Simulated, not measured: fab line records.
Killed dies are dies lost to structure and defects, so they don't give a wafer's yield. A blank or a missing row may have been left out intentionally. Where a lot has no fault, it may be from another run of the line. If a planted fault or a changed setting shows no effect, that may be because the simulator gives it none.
Split-lot experiment || flow n5 finfet || on a route of 1938 steps: 7 lots, 21 wafers read

## ABOUT THE SPLIT
At N5_BEOL_M5_COAT_65 (time 60 s, resist thk 60 nm), the setting spin rpm was moved away from the recipe's 1500 rpm on 7 of the 21 wafers read, by -9.9% to +6.1%. For the rest of the wafers, this setting stayed at what the recipe calls for.

## FROM THE SPLIT TO THE READING: what the file shows between them, 9 steps
- N5_BEOL_M5_COAT_66: time 60 s, resist thk 12 nm (also split here: spin rpm)
- N5_BEOL_M5_COAT_74: time 60 s, resist thk 5 nm
- N5_BEOL_M5_COAT_22: resist thk 30 nm
- N5_BEOL_M5_DESCUM_33: chemistry O2, time 7 s
- N5_BEOL_M5_ETCH_75: etches underlayer in N2/H2, target depth 6.5 nm, time 5.2 s
- N5_BEOL_M5_ETCH_67: etches SiARC in CF4, target depth 15.6 nm, time 26 s
- N5_BEOL_M5_ETCH_68: etches SOC in N2/H2, target depth 80 nm, overetch 16 nm, time 120 s
- N5_BEOL_M5_STRIP_69: strips in N2/H2
- N5_BEOL_M5_STRIP_76: strips in N2/H2

## THE READING
SOC_of_BEOL_M5_COAT_65.thk nm (the simulator's own value, which no gauge read), in nm, at N5_BEOL_M5_VIA_ETCH_34 (etches SiCOH lowk in C4F6/O2, target depth 88.3 nm, time 39.2 s). The file does not state a usual value for it. Here, 14 wafers ran the recipe; their average is 55.8 nm with a standard deviation of 0.21 nm.

{"wafer": "L077.4", "tool, chamber at the split": "litho track-03, 0", "spin rpm as run, rpm": 1500, "against the recipe": "recipe", "SOC_of_BEOL_M5_COAT_65.thk nm, nm": 55.8, "against lot-mates on the recipe": "-"}
{"wafer": "L077.6", "tool, chamber at the split": "litho track-03, 0", "spin rpm as run, rpm": 1500, "against the recipe": "recipe", "SOC_of_BEOL_M5_COAT_65.thk nm, nm": 55.8, "against lot-mates on the recipe": "-"}
{"wafer": "L077.5", "tool, chamber at the split": "litho track-03, 0", "spin rpm as run, rpm": 1500, "against the recipe": "recipe", "SOC_of_BEOL_M5_COAT_65.thk nm, nm": 56, "against lot-mates on the recipe": "-"}
{"wafer": "L081.1", "tool, chamber at the split": "litho track-03, 0", "spin rpm as run, rpm": 1500, "against the recipe": "recipe", "SOC_of_BEOL_M5_COAT_65.thk nm, nm": 55.8, "against lot-mates on the recipe": "-"}
{"wafer": "L081.6", "tool, chamber at the split": "litho track-03, 0", "spin rpm as run, rpm": 1500, "against the recipe": "recipe", "SOC_of_BEOL_M5_COAT_65.thk nm, nm": 55.8, "against lot-mates on the recipe": "-"}
{"wafer": "L081.5", "tool, chamber at the split": "litho track-03, 0", "spin rpm as run, rpm": 1500, "against the recipe": "recipe", "SOC_of_BEOL_M5_COAT_65.thk nm, nm": 55.4, "against lot-mates on the recipe": "-"}
{"wafer": "L083.3", "tool, chamber at the split": "litho track-03, 0", "spin rpm as run, rpm": 1394, "against the recipe": "-7.1%", "SOC_of_BEOL_M5_COAT_65.thk nm, nm": 57.6, "against lot-mates on the recipe": "+2.2"}
{"wafer": "L083.4", "tool, chamber at the split": "litho track-03, 0", "spin rpm as run, rpm": 1500, "against the recipe": "recipe", "SOC_of_BEOL_M5_COAT_65.thk nm, nm": 55.4, "against lot-mates on the recipe": "-"}
{"wafer": "L083.6", "tool, chamber at the split": "litho track-03, 0", "spin rpm as run, rpm": 1394, "against the recipe": "-7.1%", "SOC_of_BEOL_M5_COAT_65.thk nm, nm": 57.8, "against lot-mates on the recipe": "+2.4"}
{"wafer": "L084.4", "tool, chamber at the split": "litho track-03, 0", "spin rpm as run, rpm": 1500, "against the recipe": "recipe", "SOC_of_BEOL_M5_COAT_65.thk nm, nm": 56, "against lot-mates on the recipe": "-"}
{"wafer": "L084.5", "tool, chamber at the split": "litho track-03, 0", "spin rpm as run, rpm": 1500, "against the recipe": "recipe", "SOC_of_BEOL_M5_COAT_65.thk nm, nm": 55.6, "against lot-mates on the recipe": "-"}
{"wafer": "L084.6", "tool, chamber at the split": "litho track-03, 0", "spin rpm as run, rpm": 1500, "against the recipe": "recipe", "SOC_of_BEOL_M5_COAT_65.thk nm, nm": 55.8, "against lot-mates on the recipe": "-"}
{"wafer": "L088.2", "tool, chamber at the split": "litho track-02, 0", "spin rpm as run, rpm": 1500, "against the recipe": "recipe", "SOC_of_BEOL_M5_COAT_65.thk nm, nm": 56.2, "against lot-mates on the recipe": "-"}
{"wafer": "L088.5", "tool, chamber at the split": "litho track-02, 0", "spin rpm as run, rpm": 1429, "against the recipe": "-4.7%", "SOC_of_BEOL_M5_COAT_65.thk nm, nm": 57.6, "against lot-mates on the recipe": "+1.5"}
{"wafer": "L088.6", "tool, chamber at the split": "litho track-02, 0", "spin rpm as run, rpm": 1500, "against the recipe": "recipe", "SOC_of_BEOL_M5_COAT_65.thk nm, nm": 56, "against lot-mates on the recipe": "-"}
{"wafer": "L093.2", "tool, chamber at the split": "litho track-04, 0", "spin rpm as run, rpm": 1592, "against the recipe": "+6.1%", "SOC_of_BEOL_M5_COAT_65.thk nm, nm": 54, "against lot-mates on the recipe": -1.8}
{"wafer": "L093.3", "tool, chamber at the split": "litho track-04, 0", "spin rpm as run, rpm": 1500, "against the recipe": "recipe", "SOC_of_BEOL_M5_COAT_65.thk nm, nm": 55.8, "against lot-mates on the recipe": "-"}
{"wafer": "L093.5", "tool, chamber at the split": "litho track-04, 0", "spin rpm as run, rpm": 1592, "against the recipe": "+6.1%", "SOC_of_BEOL_M5_COAT_65.thk nm, nm": 53.8, "against lot-mates on the recipe": -2.0}
{"wafer": "L097.2", "tool, chamber at the split": "litho track-03, 0", "spin rpm as run, rpm": 1351, "against the recipe": "-9.9%", "SOC_of_BEOL_M5_COAT_65.thk nm, nm": 58.8, "against lot-mates on the recipe": "+3.0"}
{"wafer": "L097.4", "tool, chamber at the split": "litho track-03, 0", "spin rpm as run, rpm": 1500, "against the recipe": "recipe", "SOC_of_BEOL_M5_COAT_65.thk nm, nm": 55.8, "against lot-mates on the recipe": "-"}
{"wafer": "L097.5", "tool, chamber at the split": "litho track-03, 0", "spin rpm as run, rpm": 1351, "against the recipe": "-9.9%", "SOC_of_BEOL_M5_COAT_65.thk nm, nm": 59, "against lot-mates on the recipe": "+3.2"}

THE FIT
A straight line over all 21 wafers: SOC_of_BEOL_M5_COAT_65.thk nm changes by -0.305 nm for each +1% of spin rpm; r = -0.99; the points scatter about the line by 0.23 nm.
The same after taking each lot's own level away (the mean of its wafers on the recipe; 21 wafers): -0.315 nm for each +1%; r = -1.00; scatter 0.13 nm.
On that fit, the largest move of spin rpm shifts the reading by 3.1 nm.
Across the lots, their own levels run from 55.40 to 56.10 nm, a range of 3.3 times the standard deviation given above.
The two slopes agree, so the slope changes little with the lot-to-lot level.
Check: +3.18 nm against its lot-mates is what the line predicts for one of the wafers moved furthest among these (-9.9%) when that wafer is left out of the fit. Against them it came out at +3 nm.

## OTHER SPLITS APPLIED TO THESE WAFERS
Note: prior to the reading, these wafers also went through further splits. Each is held against what the fit with the lots' levels taken away leaves over:
{"other split on the same wafers": "N5_BEOL_M4_TRENCH_ETCH_37 source w", "wafers away from the commonest value": 5, "r with SOC_of_BEOL_M5_COAT_65.thk nm (lot level and that fit taken away)": "+0.18"}
{"other split on the same wafers": "N5_BEOL_M5_COAT_66 spin rpm", "wafers away from the commonest value": 3, "r with SOC_of_BEOL_M5_COAT_65.thk nm (lot level and that fit taken away)": -0.18}

## THE WHOLE CHAIN: every reading that the file lists as answering this split, in the file's order
{"step": "N5_BEOL_M5_COAT_65", "what it does": "time 60 s, resist thk 60 nm", "reading": "SOC_of_BEOL_M5_COAT_65.thk nm (the simulator's own value, which no gauge read)", "change (the file's fit)": "-0.305 nm for each +1% of the setting", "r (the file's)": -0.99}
{"step": "N5_BEOL_M5_ETCH_68", "what it does": "etches SOC in N2/H2, target depth 80 nm, overetch 16 nm, time 120 s", "reading": "etch.depth nm (the simulator's own value, which no gauge read)", "change (the file's fit)": "-0.313 nm for each +1% of the setting", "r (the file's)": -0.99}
{"step": "N5_BEOL_M5_VIA_ETCH_34", "what it does": "etches SiCOH lowk in C4F6/O2, target depth 88.3 nm, time 39.2 s", "reading": "SOC_of_BEOL_M5_COAT_65.thk nm (the simulator's own value, which no gauge read)", "change (the file's fit)": "-0.315 nm for each +1% of the setting", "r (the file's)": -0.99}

## THE FILE'S OWN FIT
SOC_of_BEOL_M5_COAT_65.thk nm changes by -0.315 nm for each +1% of spin rpm, r = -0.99.
